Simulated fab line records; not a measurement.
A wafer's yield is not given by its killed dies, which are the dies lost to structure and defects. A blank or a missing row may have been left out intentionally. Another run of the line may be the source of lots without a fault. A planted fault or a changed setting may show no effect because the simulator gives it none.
Split-lot experiment	flow n5-finfet	on a route of 1938 steps: 7 lots, 21 wafers read

== THE SPLIT ITSELF ==
At N5_BEOL_M2_DESCUM_33 (chemistry O2, time 7 s), the setting time-s was moved away from the recipe's 7 s on 7 of the 21 wafers read, by +8.4% to +21.3%. For the rest of the wafers, this setting stayed at what the recipe calls for.

The file shows no step between the split and the reading.

== THE READING ==
CAR-EUV_of_BEOL_M2_COAT_22.thk-nm (the simulator's own value, which no gauge read), in nm, at N5_BEOL_M2_ETCH_77 (etches underlayer in N2/H2, target depth 6.5 nm, time 5.2 s). No usual value for it is given in the file. Here, 14 wafers ran the recipe; their average is 20.4 nm with a standard deviation of 0.076 nm.

wafer	tool, chamber at the split	time-s as run, s	against the recipe	CAR-EUV_of_BEOL_M2_COAT_22.thk-nm, nm	against lot-mates on the recipe
L074.1	rie-diel-01, 0	7.606	+8.7%	19.8	-0.6
L074.2	rie-diel-01, 2	7	recipe	20.4	-
L074.5	rie-diel-01, 1	7	recipe	20.4	-
L081.1	rie-diel-05, 3,2,3	7	recipe	20.2	-
L081.5	rie-diel-05, 3,2,3	7	recipe	20.4	-
L081.6	rie-diel-05, 3,2,3	7	recipe	20.4	-
L089.3	rie-diel-05, 1	7.657	+9.4%	20.2	-0.2
L089.5	rie-diel-05, 0	7	recipe	20.4	-
L089.6	rie-diel-05, 3	7	recipe	20.4	-
L090.1	rie-diel-01, 3	7	recipe	20.4	-
L090.2	rie-diel-01, 1,2	7	recipe	20.4	-
L090.4	rie-diel-01, 1,2	7	recipe	20.4	-
L091.2	rie-diel-02, 0	7	recipe	20.4	-
L091.3	rie-diel-02, 2	7.587	+8.4%	20.2	-0.2
L091.4	rie-diel-02, 1	7.587	+8.4%	20.2	-0.2
L093.1	rie-diel-05, 3,2	8.493	+21.3%	19.8	-0.6
L093.3	rie-diel-05, 3,2	8.493	+21.3%	19.8	-0.6
L093.4	rie-diel-05, 0	7	recipe	20.4	-
L096.2	rie-diel-05, 2	7.818	+11.7%	20.2	-0.3
L096.3	rie-diel-05, 1	7	recipe	20.4	-
L096.5	rie-diel-05, 1	7	recipe	20.6	-
The file does not say which wafer passed through which chamber wherever a row lists several chambers: such a row stands for several wafers.

FIT RESULTS
A straight line over all 21 wafers: CAR-EUV_of_BEOL_M2_COAT_22.thk-nm changes by -0.0281 nm for each +1% of time-s; r = -0.88; the points scatter about the line by 0.11 nm.
The same after taking each lot's own level away (the mean of its wafers on the recipe; 21 wafers): -0.0289 nm for each +1%; r = -0.91; scatter 0.097 nm.
On that fit, the largest move of time-s shifts the reading by 0.62 nm.
The lots' own levels span 20.33 to 20.50 nm, that is 2.2 times the standard deviation above.
Consequently the slope shifts little with the lot-to-lot level, the two slopes agreeing.
Check: with one of the wafers moved furthest among these (+21.3%) left out of the fit, the line predicts -0.634 nm for it against its lot-mates. Against them it came out at -0.6 nm.

== OTHER SPLITS APPLIED TO THESE WAFERS ==
Note: prior to the reading, these wafers also went through further splits. Each is held against what the fit with the lots' levels taken away leaves over:
other split on the same wafers	wafers away from the commonest value	r with CAR-EUV_of_BEOL_M2_COAT_22.thk-nm (lot level and that fit taken away)
N5_GATE_CUT_COAT_27 spin-rpm	8	-0.19
N5_MOL_CONTACT_COAG_COAT_103 spin-rpm	10	-0.10
N5_MOL_CONTACT_COAG_ALD_133 ald-cycles	6	+0.03
N5_BEOL_M0_SAQP_MANDREL_ETCH_20 icp-w	8	+0.13
N5_BEOL_M1_VIA_ETCH_34 bias-w	8	+0.03
N5_BEOL_M1_TRENCH_ETCH_37 time-s	5	+0.30
N5_BEOL_M2_ILD_DEP_00 time-s	6	-0.11
N5_BEOL_M2_PECVD_72 time-s	7	+0.52

== THE WHOLE CHAIN: every reading that the file lists as answering this split, in the file's order ==
step	what it does	reading	change (the file's fit)	r (the file's)
N5_BEOL_M2_DESCUM_33	chemistry O2, time 7 s	CAR-EUV_of_BEOL_M2_COAT_22.thk-nm (the simulator's own value, which no gauge read)	-0.0366 nm for each +1% of the setting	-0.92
N5_BEOL_M2_ETCH_77	etches underlayer in N2/H2, target depth 6.5 nm, time 5.2 s	CAR-EUV_of_BEOL_M2_COAT_22.thk-nm (the simulator's own value, which no gauge read)	-0.0304 nm for each +1% of the setting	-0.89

== FILE'S OWN FIT ==
CAR-EUV_of_BEOL_M2_COAT_22.thk-nm changes by -0.0304 nm for each +1% of time-s, r = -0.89.
